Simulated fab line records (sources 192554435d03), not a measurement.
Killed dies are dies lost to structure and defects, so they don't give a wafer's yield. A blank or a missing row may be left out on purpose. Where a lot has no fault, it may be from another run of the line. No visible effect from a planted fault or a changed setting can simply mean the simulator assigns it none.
fab line records ; flow n5Finfet
[record] lots = 4; wafers = 12; lastDay = 16
route steps=1938 shown TV_LITHO@1882 TV_OPEN@1887 PAD_METAL@1893 PASSIVATION@1897
lots with no fault: from the same line, run without faults
startH: the number of hours between the record's first day and the start of the first shown wafer of the lot ; waitH: time in hours since the lot's previous step ; " identical to the entry in the row above ; L1.1+2: a row that stands for several wafers ; - no value, or no start was given ; * or withheld: withheld ; < > ~ a bound
route shown NAME@n: a module of which the file shows steps, and the number in the route of the first ; usual: the fault-free wafers' mean and standard deviation ; same: alike in all rows ; chamber/n: place in a boat ; sites: each site's reading ; _std_site: standard deviation across them ; _edge_site: mean of outer sites minus mean of inner sites ; radiusMm: for every site, how far away it sits from the centre of the wafer ; mask NAME#n: copy n ; behind: the last tool/chamber to shape the wafer ; hold: why the lot was held/for how many hours/how that ended ; device: which transistor (n, p or np) failed to switch ; end of line: tests run on the same wafers once the route is complete ; for a step that has no rows: nothing shown but its recipe ; killed: dies lost to structure and defects at the first sort, not the wafer's yield ; map: shows each die of a wafer: x if killed, . if not, _ if none is there
set.NAME: the run value of the setting; set.NAME@STEP: its run value at that earlier step ; model.NAME: the simulator's own value behind a step, which no gauge read
a table for each step, a row for each wafer; lots at some steps of the route
[[steps]]
[step N5_PASSIVATION_HARDBAKE_11]
[recipe] tempC = 130; timeS = 120
[step N5_PASSIVATION_DESCUM_12]
[recipe] chemistry = O2; timeS = 7.9; sourcePowerW = 50; biasPowerW = 20; pressureMtorr = 20; rfFrequencyHz = 2.712e+07; tempC = 40; o2FlowSccm = 225
[step N5_PASSIVATION_PASS_ETCH_74]
[recipe] chemistry = CF4/O2; target = SiNx; targetDepthA = 2200; timeS = 110; ionEnergyEv = 100; pressureMtorr = 40; sourceW = 535; biasW = 49; Ar_flow_sccm = 100; cf4FlowSccm = 100; O2_flow_sccm = 10
[step N5_PASSIVATION_VIA_ETCH_13]
[recipe] chemistry = CHF3/O2; target = SiO2; targetDepthA = 6600; CHF3_flow_sccm = 50; O2_flow_sccm = 5; Ar_flow_sccm = 200; timeS = 330; maskMaterial = PR; pressureMtorr = 30; sourceW = 650; biasW = 170; ionEnergyEv = 200; ends = cleared
[step N5_PASSIVATION_STRIP_14]
[recipe] chemistry = O2; powerW = 600; tempC = 60; pressureMtorr = 30; rfFrequencyHz = 6e+07; biasPowerW = 0; overashFraction = 0.5; o2FlowSccm = 225
[step N5_PASSIVATION_ETCH_15]
[recipe] chemistry = CF4/N2; target = SiCN; targetDepthA = 750; taperDeg = 2; timeS = 81.2; ionEnergyEv = 150; maskMaterial = SiNx; pressureMtorr = 40; sourceW = 430; biasW = 70; Ar_flow_sccm = 100; cf4FlowSccm = 60; n2FlowSccm = 60
[step N5_PASSIVATION_STRIP_73]
[recipe] chemistry = postEtchResidueRemover; timeS = 60; tempC = 25; removerPh = withheld; removerWaterWtPct = withheld; removerFluorideWtPct = withheld
[step N5_PASSIVATION_SRD_17]
[recipe] timeS = 30; tempC = 23; rinseLiquid = diw; dry = n2Spin; spinRpm = 1500; dryTimeS = 30
[step N5_PASSIVATION_DEGAS_18]
[recipe] ambient = vacuum; tempC = 300; timeS = 60
[step N5_PASSIVATION_PRE_CLEAN_19]
[recipe] gas = H2/He; timeS = *; tempC = *
[usual] heaterPowerW = 447/38
lot.wafer;tool;chamber;startH;waitH;heaterPowerW
L978.1;pvdSputter-03;-;311.14;0.0;428
L978.2;pvdSputter-03;-;311.14;0.0;425
L978.3;pvdSputter-03;-;311.14;0.0;385
L987.3;pvdSputter-03;-;363.80;0.0;423
L987.4;pvdSputter-03;-;363.80;0.0;392
L987.5;pvdSputter-03;-;363.80;0.0;424
L985.3;pvdSputter-03;-;369.93;0.0;389
L985.4;pvdSputter-03;-;369.93;0.0;429
L985.6;pvdSputter-03;-;369.93;0.0;423
L991.1;pvdSputter-01;-;384.65;0.0;482
L991.3;pvdSputter-01;-;384.65;0.0;485
L991.4;pvdSputter-01;-;384.65;0.0;495
[step N5_PASSIVATION_SPUTTER_20]
[recipe] material = TaN; targetThkA = 500; tempC = 25; chamberPressurePa = 0.4
[step N5_PASSIVATION_AL_DEP_21]
[recipe] material = Al; targetThkA = 28000; tempC = 400; timeS = 170; powerW = 30000; chamberPressurePa = 0.4; gas = Ar
[step N5_PASSIVATION_HMDS_23]
[recipe] timeS = 60; tempC = 120
[step N5_PASSIVATION_COAT_24]
[recipe] spinRpm = 3000; resistThkNm = withheld
[step N5_PASSIVATION_EBR_26]
[recipe] solvent = PGMEA; ebrWidthMm = 1.5
[step N5_PASSIVATION_SOFTBAKE_25]
[recipe] tempC = 100; timeS = 90
[step N5_PASSIVATION_EXPOSE_27]
[recipe] maskId = PAD; na = 0.55; sourceShape = conventional; sigmaOuter = 0.8; polarization = unpolarized; defocusNm = 0; doseMj = 32.3
[step N5_PASSIVATION_PEB_28]
[recipe] pebTempC = withheld; pebTimeS = *
[step N5_PASSIVATION_DEVELOP_29]
[recipe] developTimeS = 60; rinseLiquid = diw; dry = airSpin; devTempC = 21
[step N5_PASSIVATION_HARDBAKE_31]
[recipe] tempC = 130; timeS = 120
[step N5_PASSIVATION_DESCUM_32]
[recipe] chemistry = O2; timeS = 7.9; sourcePowerW = 50; biasPowerW = 20; pressureMtorr = 20; rfFrequencyHz = 2.712e+07; tempC = 40; o2FlowSccm = 225
[step N5_PASSIVATION_AL_ETCH_33]
[recipe] chemistry = Cl2/BCl3; targetDepthA = 28000; overEtchFrac = 0.15; Cl2_flow_sccm = 180; bcl3FlowSccm = 60; target = Al; stopOn = TaN; timeS = 466.7; ionEnergyEv = 100; pressureMtorr = 10; icpW = 900; biasW = 100
[step N5_PASSIVATION_ETCH_59]
[recipe] chemistry = Cl2/BCl3; target = TaN; targetDepthA = 650; timeS = 34.9; ionEnergyEv = 100; pressureMtorr = 10; icpW = 900; biasW = 100; Cl2_flow_sccm = 60; bcl3FlowSccm = 30
[step N5_PASSIVATION_STRIP_34]
[recipe] chemistry = O2; powerW = 600; tempC = 60; pressureMtorr = 30; rfFrequencyHz = 6e+07; biasPowerW = 0; overashFraction = 2; o2FlowSccm = 225
[step N5_PASSIVATION_STRIP_51]
[recipe] chemistry = postEtchResidueRemover; timeS = 1200; tempC = 72.5
[step N5_PASSIVATION_CLEAN_69]
[recipe] chemistry = IPA; timeS = 180; tempC = 25
[step N5_PASSIVATION_SRD_70]
[recipe] dry = ipaMarangoni; timeS = 30; tempC = 23; rinseLiquid = diw
[step N5_PASSIVATION_PECVD_53]
[recipe] material = SiO2; targetThkA = 8000; tempC = 400; precursor = TEOS/O2; pressureTorr = 6.5; rfW = withheld; teosFlowSccm = withheld; gas = O2; flowSccm = 2650; timeS = 169.4
[step N5_PASSIVATION_PECVD_35]
[recipe] material = SiNx; targetThkA = 7000; tempC = 400; precursor = SiH4/NH3/N2; pressureTorr = 4.9; rfW = 1406; timeS = 151.3
[step N5_PASSIVATION_HMDS_37]
[recipe] timeS = 60; tempC = 120
[step N5_PASSIVATION_COAT_38]
[recipe] spinRpm = 3000; resistThkNm = withheld
[step N5_PASSIVATION_EBR_40]
[recipe] solvent = PGMEA; ebrWidthMm = 1.5
[step N5_PASSIVATION_SOFTBAKE_39]
[recipe] tempC = 110; timeS = 120
[step N5_PASSIVATION_EXPOSE_41]
[recipe] maskId = PASS_OPEN; na = 0.55; defocusNm = 0; sourceShape = conventional; sigmaOuter = 0.8; polarization = unpolarized; targetCdNm = 40000; doseMj = 57.25
[step N5_PASSIVATION_PEB_42]
[recipe] pebTempC = withheld; pebTimeS = *
[step N5_PASSIVATION_DEVELOP_43]
[recipe] developTimeS = 60; rinseLiquid = diw; dry = airSpin; devTempC = 21
[step N5_PASSIVATION_PROBE_49]
[usual] defectLimitedYield = 91.2/1.3; killed_at_M0_to_M3 = 34/10; killed_at_M4_up = 13/4.6; killedAtContacts = 13/5.5; killedAtFrontEnd = 41/12; killedAtOther = 2.8/2.4; killedDies = 104/16; killedOnRim = 14/4.2; killedOpen = 67/12; killedShort = 33/7.2; sort_bin_5_function = 5.1/0.86; sort_bin_6_memory = 3.3/0.62; sortNPass = 1076/16; sortYieldPct = 91.2/1.3
[same] grossDies = 1180; killedAtBackSide = 0; sort_bin_4_leakage[%] = 0; sort_bin_8_speed[%] = 0
lot.wafer;tool;chamber;startH;waitH;defectLimitedYield[%];killed_at_M0_to_M3;killed_at_M4_up;killedAtContacts;killedAtFrontEnd;killedAtOther;killedDies;killedOnRim;killedOpen;killedShort;sort_bin_5_function[%];sort_bin_6_memory[%];sortNPass;sortYieldPct[%]
L987.3;prober-01;-;369.82;0.1;79.4;44;5;16;52;126;243;39;77;38;11.2;5.1;937;79.4
L987.4;prober-01;-;369.87;0.2;79.2;22;3;11;53;156;245;28;52;35;12.4;3.9;935;79.2
L987.5;prober-01;-;369.92;0.2;80.9;37;11;19;50;108;225;38;78;40;11.5;4.1;955;80.9
L985.3;prober-01;-;376.11;0.1;80.8;15;9;10;49;143;226;28;55;24;11.1;3.2;954;80.8
L985.4;prober-01;-;376.16;0.2;79.3;29;9;7;43;156;244;13;48;39;13.1;3.6;936;79.3
L985.6;prober-01;-;376.26;0.3;79.5;16;8;13;54;151;242;26;51;32;11.4;4.1;938;79.5
// killed by level:class
L987.3 PAD_METAL:unspecified=123 FIN_SAQP:geometricParticle:open=16 BEOL_M0_SAQP:geometricParticle:open=15 MOL_CONTACT_COAG:geometricParticle:open=13 BEOL_M0_SAQP:geometricParticle:short=13 STI_FIN_REVEAL:geometricParticle:open=7 DUMMY_GATE:geometricParticle:open=7 FIN_SAQP:geometricParticle:short=6
L987.4 PAD_METAL:unspecified=153 FIN_SAQP:geometricParticle:open=20 FIN_SAQP:geometricParticle:short=9 STI_FIN_REVEAL:geometricParticle:open=8 BEOL_M0_SAQP:geometricParticle:short=6 MOL_CONTACT_COAG:geometricParticle:open=6 BEOL_M2:geometricParticle:open=5 BEOL_M0_SAQP:geometricParticle:open=5
L987.5 PAD_METAL:unspecified=100 FIN_SAQP:geometricParticle:open=19 FIN_SAQP:geometricParticle:short=15 MOL_CONTACT_COAG:geometricParticle:open=15 BEOL_M0_SAQP:geometricParticle:open=11 BEOL_M2:geometricParticle:open=9 BEOL_M0_SAQP:geometricParticle:short=7 STI_FIN_REVEAL:geometricParticle:open=4
L985.3 PAD_METAL:unspecified=139 FIN_SAQP:geometricParticle:open=16 MOL_CONTACT_COAG:geometricParticle:open=10 GATE_CUT:geometricParticle:short=8 BEOL_M2:geometricParticle:open=6 HKMG_FIN:areaEtch=6 FIN_SAQP:geometricParticle:short=5 BEOL_M4:geometricParticle:open=4
L985.4 PAD_METAL:unspecified=150 FIN_SAQP:geometricParticle:open=12 BEOL_M3:geometricParticle:short=8 FIN_SAQP:geometricParticle:short=7 GATE_CUT:geometricParticle:short=7 DUMMY_GATE:geometricParticle:open=5 MOL_CONTACT_COAG:geometricParticle:open=5 BEOL_M1:geometricParticle:open=4
L985.6 PAD_METAL:unspecified=151 FIN_SAQP:geometricParticle:open=15 MOL_CONTACT_COAG:geometricParticle:open=9 FIN_SAQP:geometricParticle:short=7 GATE_CUT:geometricParticle:short=6 GATE_CUT:geometricParticle:open=5 HKMG_FIN:areaEtch=5 MOL_CONTACT_COAG:geometricParticle:short=4
// map L985.4 (x killed, . not)
_________________....x.......________________
______________.........x.....x.._____________
___________......x......x...x...x..__________
__________..........x...........x..._________
________....x........................x_______
_______.............xx.................______
______............................x...x._____
_____................x...x..x.x.x.xx.....____
____.........x................xxxxxxxxx..x___
___....x.x........xx.........xxxxxxxxxxx..x__
___..........................xxxxxxxxxx.xx.__
__.x..........x.............xxxxxxxxxxxxxx.._
__.xx...........x........x.xxxxxxxxxxxxxxxx._
_..............x.......x..x.xxxxxxxxxxxxxx...
_.......x...................xxxxxxxxxxxxxxx..
_..............x.......x.xxxxxxxxxxxxxxxxxx.x
_....x....x...............x.xxxxxxxxxxxx.x...
_............x.............x.x..xxxxxxxxx....
_..............x........x..x...xxxxx.xx......
_....................x..x....x.x..x..x.xx....
_.xx.......x...x......x.........x...x.....xx.
__...................x.x......x......x......_
__......x.....x..................x.........._
___.....x...........................x......__
___...x..........x...x.....x......x....x...__
____.x............x.............x.........___
_____.x................x..x.....x....x...____
______......x.........x..x...x.......x.._____
_______...............x................______
________........x................x...._______
__________.....x.......xx.....x....._________
___________........x...............__________
______________....x.....x......._____________
_________________............________________
// map L987.4 (x killed, . not)
_________________............________________
______________x...............x._____________
___________.....x...........x......__________
__________.......x..............x..._________
________...........x.......x.........._______
_______....x...x.................x.....______
______......x.....x...........x........._____
_____..........................x......x..____
____..........x....................x.x..x.___
___......x.......x.x........x..............__
___..........x.......x.........x....x......__
__...x........x..........x............xx...._
__.............x.......x...................._
_x...........................................
_......x...........x...........x..x.......x.x
_.....................x..x.......x...........
_x........x......x.......x...................
_.............x................x.............
_..xx........xxx.x....................x....x.
_........x.xxx.x...x................x.....x..
_....xx.xxxxxxxx....x....x........x..........
__.xx.xxxxxxxxxxx.x.x....x..x.............x._
__....xxxxxxxxxxxxx.......x....x............_
___xx.xxxxxxxxxxxxxxx......................__
___.xx.xxxxxxxxxxxxxx.......x....x.x.....x.__
____xxxxxxxxxxxxxxx.x...x.................___
_____xxxxxxxxxxxxxxx..x.................x____
______xxxxxxxxxxxxx.x..............x...._____
_______xxxxxxxxxxxx.x..x.....x..x......______
________xxxxxxxxxxx......x............_______
__________xxxxxxxxx.....x....x......_________
___________xx.xx.x.................__________
______________.................._____________
_________________......xx....________________
[[key]]
[firstSign] step = N5_PASSIVATION_PROBE_49; reading = killedAtOther; direction = up; sigmas = 57; usual = 2.8; struck = 140
[effect] step = N5_PASSIVATION_PROBE_49; reading = defectLimitedYield; direction = down; sigmas = 8.6; usual = 91.2; struck = 79.9
[moreKillsBornAt] N5_PASSIVATION_PRE_CLEAN_19@pvdSputter-03 = 816
metAt N5_PASSIVATION_PRE_CLEAN_19
struckWafers L985.3,L985.4,L985.6,L987.3,L987.4,L987.5
onsetBetween 311.14 363.80
[fault] kind = chamberParticleSource; tool = pvdSputter-03; chamber = -; onsetH = 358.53; steps = N5_PASSIVATION_PRE_CLEAN_19; ratePerVisitCm2 = 2.0243; endH = 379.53
